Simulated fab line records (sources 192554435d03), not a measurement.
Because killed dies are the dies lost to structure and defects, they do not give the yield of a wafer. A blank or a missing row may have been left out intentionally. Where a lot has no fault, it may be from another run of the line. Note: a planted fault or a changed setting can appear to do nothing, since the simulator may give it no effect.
A struck lot beside a sound one -- flow n5-finfet -- 35 steps out of a route of 1938
Sound: these wafers, L419.3, L419.4, L419.5. Struck: wafer L427.1; the same lot's L427.6 was not struck, so it is left out; see the end for the cause.
At each step with rows: each side's tool, then ch and its chambers, then its first start. Under that, the readings that differ: sound wafers -- struck wafers -- difference of the means -- sigmas: that difference in standard deviations of wafers without a fault.
alike: readings with means less than 2 such deviations apart, plus words and numbers identical on both sides. not compared: withheld readings, readings lacking a value on some wafer, bounds such as >300 that could conceal the same value, and numbers that have no deviation in the record and whose values overlap.
A row with sigmas, a row that says differs or no value, or rows on one side alone: a step with any of these is where the two part. Numbers that have no deviation but don't overlap get no sigmas and don't part them. A reading missing from all wafers of one side parts the sides only when that side holds two or more wafers.

first, 8 steps without rows for these wafers: N5_BEOL_M9_SPUTTER_48 (material Cu, target thk 12 nm, time 2 s); N5_BEOL_M9_ECD_50 (material Cu, target thk 318 nm); N5_BEOL_M9_ANNEAL_51 (time 90 s); N5_BEOL_M9_CMP_52 (polishes, stops on SiCOH lowk, t overpolish 7 s, target thk 140 nm); N5_BEOL_M9_PRE_CLEAN_55 (time 15 s); N5_BEOL_M9_DEP_56 (deposits SiCN from 3MS/NH3, target thk 15 nm, time 26.5 s); N5_BEOL_M10_ILD_DEP_00 (deposits SiCOH lowk from DEMS/porogen, target thk 308.51 nm, time 58 s); N5_BEOL_M10_CURE_71 (cures SiCOH lowk, time 240 s).
N5_BEOL_M10_PECVD_70: deposits SiO2 from TEOS/O2, target thk 20 nm, time 22.7 s.
  sound on pecvd-01 ch 0,1,2, day 10 22:36; struck on pecvd-01 ch 1, day 13 17:11
reading,sound,struck,difference,sigmas
model.SiO2_of_BEOL_M10_PECVD_70.thk-nm (nm),20.6 20.2 20,14.6,-5.7,
  alike: heater-power-w, showerhead-plenum-p-Torr, throttle-valve-pct
then, 24 steps without rows for these wafers: N5_BEOL_M10_HM_DEP_02 (deposits TiN, target thk 20 nm); N5_BEOL_M10_COAT_59 (time 60 s, resist thk 100 nm); N5_BEOL_M10_COAT_60 (time 60 s, resist thk 30 nm); N5_BEOL_M10_COAT_05 (resist thk 90 nm); N5_BEOL_M10_EBR_07; N5_BEOL_M10_SOFTBAKE_06 (time 60 s); N5_BEOL_M10_EXPOSE_08 (exposes mask M10); N5_BEOL_M10_PEB_09 (peb time 60 s); N5_BEOL_M10_DEVELOP_10 (develop time 30 s); N5_BEOL_M10_DESCUM_16 (chemistry O2, time 7.9 s); N5_BEOL_M10_ETCH_61 (etches SiARC in CF4, target depth 39 nm, time 65 s); N5_BEOL_M10_ETCH_62 (etches SOC in N2/H2, target depth 110 nm, overetch 22 nm, time 165 s); N5_BEOL_M10_STRIP_68 (strips in N2/H2); N5_BEOL_M10_STRIP_67 (strips in CF4); N5_BEOL_M10_HM_OPEN_17 (chemistry Cl2/BCl3, target TiN, target depth 20 nm, overetch 6 nm); N5_BEOL_M10_STRIP_19 (strips in O2); N5_BEOL_M10_COAT_63 (time 60 s, resist thk 100 nm); N5_BEOL_M10_COAT_64 (time 60 s, resist thk 30 nm); N5_BEOL_M10_COAT_22 (resist thk 90 nm); N5_BEOL_M10_EBR_24; N5_BEOL_M10_SOFTBAKE_23 (time 60 s); N5_BEOL_M10_EXPOSE_25 (exposes mask V9); N5_BEOL_M10_PEB_26 (peb time 60 s); N5_BEOL_M10_DEVELOP_27 (develop time 30 s).
N5_BEOL_M10_HM_STRIP_39: strips TiN in peroxide tin strip, target depth 25 nm, time 158 s.
  sound on wet-bench-03 ch 3,4,6, day 11 04:07; struck on wet-bench-03 ch 1, day 13 20:24
reading,sound,struck,difference,sigmas
model.SiO2_of_BEOL_M10_PECVD_70.thk-nm (nm),20.4 20 19.8,14.4,-5.7,
N5_BEOL_M10_CMP_52: polishes, stops on SiCOH lowk, t overpolish 7 s, target thk 140 nm.
  sound on cmp-03 ch 0,2,3, day 11 06:17; struck on cmp-03 ch 2, day 13 23:40
reading,sound,struck,difference,sigmas
barrier-field-endpoint-s (s),29.0 29.9 29.6,22.7,-6.8,-9
  alike: motor-current-A, retaining-ring-pressure-frac

WHERE THEY PART
Within this record, at N5_BEOL_M10_CMP_52 only.

WHY: what had been put in by the simulator
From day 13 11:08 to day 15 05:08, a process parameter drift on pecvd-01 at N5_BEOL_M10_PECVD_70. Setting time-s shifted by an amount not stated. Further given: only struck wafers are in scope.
